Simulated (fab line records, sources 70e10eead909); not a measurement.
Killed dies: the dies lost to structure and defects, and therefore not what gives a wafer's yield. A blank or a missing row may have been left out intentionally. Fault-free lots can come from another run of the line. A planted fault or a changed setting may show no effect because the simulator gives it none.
fab line records | flow nand-harc | part 2 of 2: steps 4 to 6 of 6
record lots=23 wafers=69 last-day=24
route steps=1159 shown A_STAIRCASE@664 A_SGD_CUT@759 A_SLIT@781
lots that met no fault: from a run of the same line without faults
start-h: hours from the record's opening day to when the first of the lot's shown wafers began | wait-h: hours elapsed since this lot's preceding step | " the same as in the row above | L1.1+2: one row covering several wafers at once | - no value, or no start was given | * or withheld: withheld | < > ~ a bound
route shown NAME@n: names a module that has steps shown in the file, with the first one's number in the route | usual: mean/standard deviation taken from wafers without a fault | same: alike in all rows | chamber/n: place in a boat | sites: per-site readings | _std_site: the standard deviation of these | _edge_site: inner sites' mean taken away from outer sites' mean | radius-mm: for every site, how far away it sits from the centre of the wafer | mask NAME#n: copy n | behind: the last tool/chamber to shape the wafer | hold: reason for holding the lot/hours on hold/outcome of the hold | device: the transistor (n, p or np) that didn't switch | end of line: the route-end tests of the same wafers | a step without rows: its recipe alone | killed: dies lost to structure and defects at the first sort, not the wafer's yield | map: shows each die of a wafer: x if killed, . if not, _ if none is there
set.NAME: the setting the step ran with; set.NAME@STEP: the setting that earlier step ran with | model.NAME: the simulator's own value behind a step, which no gauge read
one table for each step of the route and one row for each wafer, over a sample of lots
services: the hour from which a tool's chamber was out of use, counted from the record's first day as start-h (under 0 if before that day), plus the number of hours and why
## steps
# step NHARC_A_STAIRCASE_DESCUM_443
# recipe time-s=3 o2-flow-sccm=200 ar-flow-sccm=0 bias-power-w=0 chemistry=O2
# usual chamber-pressure-mTorr=60.01/0.048 drypump-motor-current-A=6.0/0.47 oes-product-au=1.002/0.0071 rf-vpp-V=57.7/0.96 showerhead-plenum-p-Torr=1.92/0.1 throttle-valve-pct=11.312/0.0083
# columns lot.wafer tool chamber start-h wait-h chamber-pressure-mTorr drypump-motor-current-A oes-product-au rf-hours-counter-h rf-vpp-V showerhead-plenum-p-Torr throttle-valve-pct
L074.4 rie-diel-03 3 296.10 - 59.96 6.4 1.011 26 57.5 2.02 11.285
L074.5 " 0 " " 59.98 5.3 1.009 - 57.0 1.77 11.328
L074.6 " 1 " " 60.06 6.4 0.993 - 56.1 1.80 11.305
L079.2 rie-diel-04 0 314.42 - 59.95 5.9 0.996 6 59.2 1.95 11.308
L079.5 " 2 " " 59.96 5.6 1.003 - 58.5 1.78 11.310
L079.6 " 3 " " 60.13 6.0 1.000 - 58.8 2.01 11.303
L075.4 rie-diel-04 2 314.45 - 60.00 5.6 1.003 4 57.2 1.78 11.297
L075.6 " 2 " " 60.04 5.6 1.004 - 58.0 1.78 11.321
L075.5 " 3 " " 60.13 6.0 0.993 - 58.6 2.01 11.304
L076.1 rie-diel-03 2 314.47 - 60.00 6.7 1.012 34 58.3 1.90 11.301
L076.3 " 3 " " 59.96 6.4 1.008 33 57.9 2.02 11.307
L076.4 " 0 " " 59.96 5.2 1.003 35 57.4 1.77 11.326
L077.1 rie-diel-03 3 314.52 - 60.07 6.4 1.004 33 58.9 2.02 11.316
L077.2 " 1 " " 59.99 6.4 0.999 33 56.9 1.80 11.306
L077.6 " 3 " " 60.03 6.4 1.001 - 57.3 2.02 11.304
L078.2 rie-diel-11 0 325.37 - 60.08 6.5 1.005 44 57.8 1.94 11.311
L078.1 " 1 " " 59.95 5.5 0.998 47 57.5 1.84 11.322
L078.5 " 1 " " 60.08 5.5 0.996 - 58.2 1.84 11.314
L080.3 rie-diel-11 0 353.77 - 59.91 6.5 1.009 53 57.4 1.94 11.314
L080.5 " 2 " " 60.03 5.4 1.007 - 57.9 1.97 11.309
L080.6 " 3 " " 59.95 5.5 1.009 - 57.3 1.76 11.310
L081.4 rie-diel-03 1 354.08 - 59.97 6.4 1.004 47 57.0 1.79 11.314
L081.2 " 2 " " 59.99 6.7 1.004 49 58.5 1.89 11.317
L081.6 " 1 " " 59.96 6.4 0.997 - 57.4 1.79 11.308
L083.1 rie-diel-11 0 358.95 - 59.95 6.5 1.011 56 56.5 1.94 11.305
L083.2 " 2 " " 59.96 5.4 0.998 61 56.9 1.97 11.312
L083.5 " 1 " " 60.01 5.5 1.001 - 56.4 1.83 11.317
L082.4 rie-diel-03 3 359.14 - 60.00 6.4 0.997 50 58.5 2.01 11.316
L082.1 " 2 " " 59.98 6.7 1.007 53 56.3 1.89 11.310
L082.5 " 0 " " 60.01 5.3 0.997 - 57.9 1.76 11.310
L085.1 rie-diel-03 1 368.47 - 60.07 6.4 0.992 55 57.0 1.79 11.339
L085.3 " 3 " " 59.99 6.4 1.003 55 58.2 2.01 11.316
L085.6 " 1 " " 60.06 6.4 1.000 - 57.4 1.79 11.301
L084.1 rie-diel-04 3 368.59 - 59.97 6.0 0.994 28 58.2 2.00 11.325
L084.2 " 1 " " 59.98 6.1 1.000 30 59.4 2.07 11.308
L084.3 " 2 " " 60.06 5.6 1.008 26 56.7 1.77 11.308
L086.1 rie-diel-11 1 380.31 - 60.00 5.5 1.009 0 57.6 1.83 11.316
L086.2 " 3 " " 59.97 5.4 1.006 0 59.1 2.08 11.316
L086.6 " 2 " " 59.93 5.4 1.001 - 57.1 1.96 11.294
L087.1 rie-diel-04 2 380.51 - 59.99 5.6 1.000 31 55.9 1.77 11.308
L087.5 " 3 " " 59.97 6.0 0.996 - 57.8 2.00 11.317
L087.6 " 0 " " 60.02 6.0 1.014 - 57.8 1.95 11.318
L092.3 rie-diel-04 3 394.50 - 60.01 6.1 0.998 37 58.3 2.00 11.297
L092.2 " 1 " " 60.03 6.1 1.008 43 57.3 2.06 11.302
L092.4 " 3 " " 60.01 6.1 0.994 - 58.5 2.00 11.310
L091.3 rie-diel-04 1 400.40 - 59.91 6.2 1.007 46 57.5 2.06 11.313
L091.6 " 0 " " 60.11 5.9 1.011 - 56.1 1.94 11.316
L091.4 " 1 " " 59.97 6.2 1.007 - 58.7 2.06 11.320
L089.2 rie-diel-03 2 405.47 - 60.01 6.8 1.018 1 56.9 1.89 11.308
L089.1 " 3 " " 59.97 6.4 1.007 1 58.8 2.00 11.314
L089.4 " 1 " " 59.97 6.4 1.006 2 57.9 1.79 11.320
L093.3 rie-diel-04 2 417.57 - 60.05 5.6 1.016 39 57.3 1.77 11.318
L093.1 " 3 " " 60.05 6.0 0.991 47 59.3 2.00 11.297
L093.6 " 2 " " 60.00 5.6 0.997 - 56.2 1.77 11.323
L088.1 rie-diel-11 3 417.73 - 59.98 5.5 0.991 15 58.8 2.07 11.312
L088.4 " 0 " " 60.03 6.5 1.000 16 58.1 1.93 11.312
L088.6 " 0 " " 59.94 6.6 1.002 - 58.7 1.93 11.301
L090.3 rie-diel-03 0 417.94 - 59.96 5.2 1.001 3 59.4 2.08 11.303
L090.1 " 1 " " 60.05 6.4 0.997 4 57.7 1.78 11.307
L090.6 " 3 " " 60.07 6.4 1.019 - 57.5 2.00 11.316
L094.3 rie-diel-04 3 422.41 - 60.06 6.1 0.995 49 58.2 2.00 11.305
L094.4 " 0 " " 60.05 6.0 1.002 52 58.4 1.94 11.314
L094.1 " 1 " " 60.03 6.2 1.009 53 58.6 2.06 11.300
L095.4 rie-diel-03 1 422.63 - 60.06 6.4 1.004 7 56.7 1.78 11.304
L095.1 " 2 " " 59.98 6.7 1.016 6 57.7 1.88 11.311
L095.3 " 3 " " 59.97 6.4 1.006 4 58.3 2.00 11.309
L097.2 rie-diel-11 1 436.99 - 59.92 5.5 0.996 21 57.5 1.82 11.324
L097.4 " 3 " " 60.00 5.5 1.004 22 58.7 2.07 11.316
L097.5 " 0 " " 60.04 6.5 1.009 - 58.5 1.93 11.320
# step NHARC_A_SGD_CUT_OVL_MEAS_10
# usual overlay-x-nm=-0.1/0.99 overlay-y-nm=-0.1/1
# columns lot.wafer tool chamber start-h wait-h overlay-x-nm overlay-y-nm
L074.4 overlay-02 - 302.22 - -0.8 0.6
L074.5 " - " " -1.2 0.7
L074.6 " - " " -0.6 -0.4
L076.1 overlay-02 - 320.60 - 1.0 0.7
L076.3 " - " " 0.7 0.4
L076.4 " - " " 0.5 1.1
L079.2 overlay-01 - 320.82 - -1.8 1.9
L079.5 " - " " -1.1 1.7
L079.6 " - " " -1.7 1.8
L077.1 overlay-02 - 321.77 - 1.7 0.0
L077.2 " - " " 0.8 0.1
L077.6 " - " " 1.3 0.1
L075.4 overlay-02 - 322.02 - -0.8 -0.1
L075.5 " - " " -0.8 0.3
L075.6 " - " " -0.8 0.4
L078.1 overlay-02 - 331.22 - 0.3 -0.7
L078.2 " - " " 0.6 -0.8
L078.5 " - " " 0.3 -0.2
L080.3 overlay-01 - 359.62 - -2.1 -1.4
L080.5 " - " " -2.3 -1.2
L080.6 " - " " -2.3 -0.7
L081.2 overlay-01 - 360.12 - 1.1 -0.6
L081.4 " - " " 1.5 -0.6
L081.6 " - " " 1.7 -1.1
L083.1 overlay-01 - 364.78 - 0.3 -0.6
L083.2 " - " " 0.1 -0.4
L083.5 " - " " 0.0 0.0
L082.1 overlay-01 - 365.70 - -1.2 0.1
L082.4 " - " " -1.3 -0.4
L082.5 " - " " -1.6 -0.6
L085.1 overlay-01 - 374.37 - 0.0 -0.4
L085.3 " - " " 0.1 0.1
L085.6 " - " " 0.2 -0.3
L084.1 overlay-01 - 374.54 - 0.2 -0.9
L084.2 " - " " 0.0 -0.9
L084.3 " - " " 0.0 -0.8
L086.1 overlay-01 - 386.18 - 0.4 -0.3
L086.2 " - " " -0.1 -0.4
L086.6 " - " " 0.2 -0.6
L087.1 overlay-01 - 386.49 - 0.2 -0.3
L087.5 " - " " -0.2 -0.4
L087.6 " - " " -0.2 -0.5
L092.2 overlay-02 - 401.63 - 2.0 -1.0
L092.3 " - " " 2.0 -0.6
L092.4 " - " " 1.5 -1.1
L091.3 overlay-01 - 406.93 - 1.1 1.1
L091.4 " - " " 1.0 0.2
L091.6 " - " " 0.8 0.8
L089.1 overlay-01 - 411.29 - 0.4 2.2
L089.2 " - " " 0.1 2.8
L089.4 " - " " 0.2 3.0
L093.1 overlay-02 - 423.39 - -0.1 -1.1
L093.3 " - " " 0.1 -1.0
L093.6 " - " " -0.4 -0.7
L088.1 overlay-02 - 423.69 - -1.1 0.6
L088.4 " - " " -1.6 -0.2
L088.6 " - " " -1.0 0.6
L090.1 overlay-02 - 423.84 - -0.3 -2.1
L090.3 " - " " -0.4 -2.9
L090.6 " - " " -0.5 -1.9
L094.1 overlay-02 - 428.26 - 0.2 -0.8
L094.3 " - " " -0.4 -1.9
L094.4 " - " " 0.5 -1.6
L095.1 overlay-02 - 428.63 - 0.4 -0.3
L095.3 " - " " 0.6 0.6
L095.4 " - " " 0.4 0.9
L097.2 overlay-02 - 442.86 - -0.8 -1.0
L097.4 " - " " -1.3 -0.5
L097.5 " - " " -0.9 -1.5
# step NHARC_A_SLIT_DEP_23
# recipe target-thk-a=1000 target-thk-nm=100 temp-c=400 pressure-torr=3.5 flow-sccm=200 rf-w=350 material=SiON
# usual heater-power-w=772/86
# columns lot.wafer tool chamber start-h wait-h heater-power-w since-wet-clean-h
L074.5 pecvd-02 2 311.10 0.4 728 -
L074.4 " 0 " " 908 -
L074.6 " 1 " " 830 -
L076.3 pecvd-02 2 329.67 1.1 708 164
L076.1 " 0 " " 928 164
L076.4 " 0 " " 913 -
L077.2 pecvd-04 0 329.78 1.3 625 122
L077.1 " 2 " " 928 122
L077.6 " 1 " " 782 -
L079.2 pecvd-01 2 330.37 1.3 846 80
L079.6 " 1 " " 740 -
L079.5 " 2 " " 867 -
L075.6 pecvd-04 2 331.73 0.2 861 -
L075.5 " 0 " " 683 -
L075.4 " 1 " " 733 -
L078.1 pecvd-04 0 340.69 1.6 675 133
L078.2 " 2 " " 771 133
L078.5 " 0 " " 679 -
L081.2 pecvd-04 2 369.42 1.5 810 161
L081.4 " 0 " " 669 -
L081.6 " 1 " " 675 -
L080.3 pecvd-02 2 369.58 1.0 663 23
L080.5 " 2 " " 674 -
L080.6 " 1 " " 793 -
L082.1 pecvd-01 2 377.10 1.6 815 127
L082.5 " 2 " " 841 -
L082.4 " 0 " " 736 -
L083.1 pecvd-01 0 377.66 1.7 798 127
L083.2 " 1 " " 689 127
L083.5 " 1 " " 696 -
L084.3 pecvd-02 0 385.40 1.3 898 38
L084.1 " 1 " " 715 38
L084.2 " 2 " " 717 38
L085.1 pecvd-01 2 385.59 1.9 871 135
L085.3 " 0 " " 774 135
L085.6 " 0 " " 772 -
L086.2 pecvd-02 0 395.15 1.4 885 48
L086.1 " 1 " " 798 48
L086.6 " 0 " " 881 -
L087.1 pecvd-04 0 395.20 1.7 645 6
L087.5 " 2 " " 865 -
L087.6 " 0 " " 631 -
L091.3 pecvd-04 2 414.29 1.1 925 25
L091.4 " 1 " " 794 -
L091.6 " 2 " " 754 -
L092.3 pecvd-02 1 415.73 1.0 813 69
L092.2 " 2 " " 631 69
L092.4 " 0 " " 882 -
L089.1 pecvd-04 0 423.05 1.7 600 34
L089.2 " 1 " " 764 34
L089.4 " 0 " " 614 -
L093.1 pecvd-02 1 432.21 1.7 828 85
L093.3 " 0 " " 863 85
L093.6 " 1 " " 823 -
L088.1 pecvd-01 1 432.32 1.7 748 1
L088.4 " 2 " " 852 -
L088.6 " 0 " " 793 -
L090.3 pecvd-01 1 434.17 1.0 761 3
L090.1 " 2 " " 895 3
L090.6 " 1 " " 754 -
L095.1 pecvd-04 2 437.94 1.6 809 49
L095.3 " 0 " " 655 49
L095.4 " 2 " " 811 -
L094.1 pecvd-01 1 439.04 1.7 741 7
L094.3 " 0 " " 807 8
L094.4 " 0 " " 822 -
L097.2 pecvd-01 1 452.38 1.4 747 21
L097.4 " 2 " " 782 -
L097.5 " 2 " " 798 -
## services
# columns tool chamber start-h hours kind
rie-diel-11 - 233.68 0.6 repair
pecvd-01 - 237.21 13.0 pm
pecvd-04 2 237.95 12.5 repair
pecvd-02 - 243.43 2.9 repair
rie-diel-03 0 248.93 - clean
pecvd-01 2 263.70 19.5 repair
rie-diel-11 - 266.91 0.6 repair
rie-diel-03 1 267.09 5.7 repair
rie-diel-03 1 273.67 5.0 repair
rie-diel-04 - 289.30 9.0 pm
pecvd-04 2 289.92 14.7 repair
pecvd-03 - 292.00 13.0 pm
rie-diel-11 0 304.69 1.6 repair
pecvd-02 - 334.00 13.0 pm
rie-diel-11 3 334.96 3.5 repair
pecvd-01 0 345.41 3.6 repair
pecvd-04 - 360.38 0.3 repair
rie-diel-11 - 366.50 9.0 pm
pecvd-04 - 376.21 13.0 pm
pecvd-01 - 389.82 0.6 repair
rie-diel-03 - 392.45 9.0 pm
pecvd-01 - 418.60 13.0 pm
rie-diel-03 0 444.31 9.1 repair
pecvd-01 0 451.17 21.6 repair
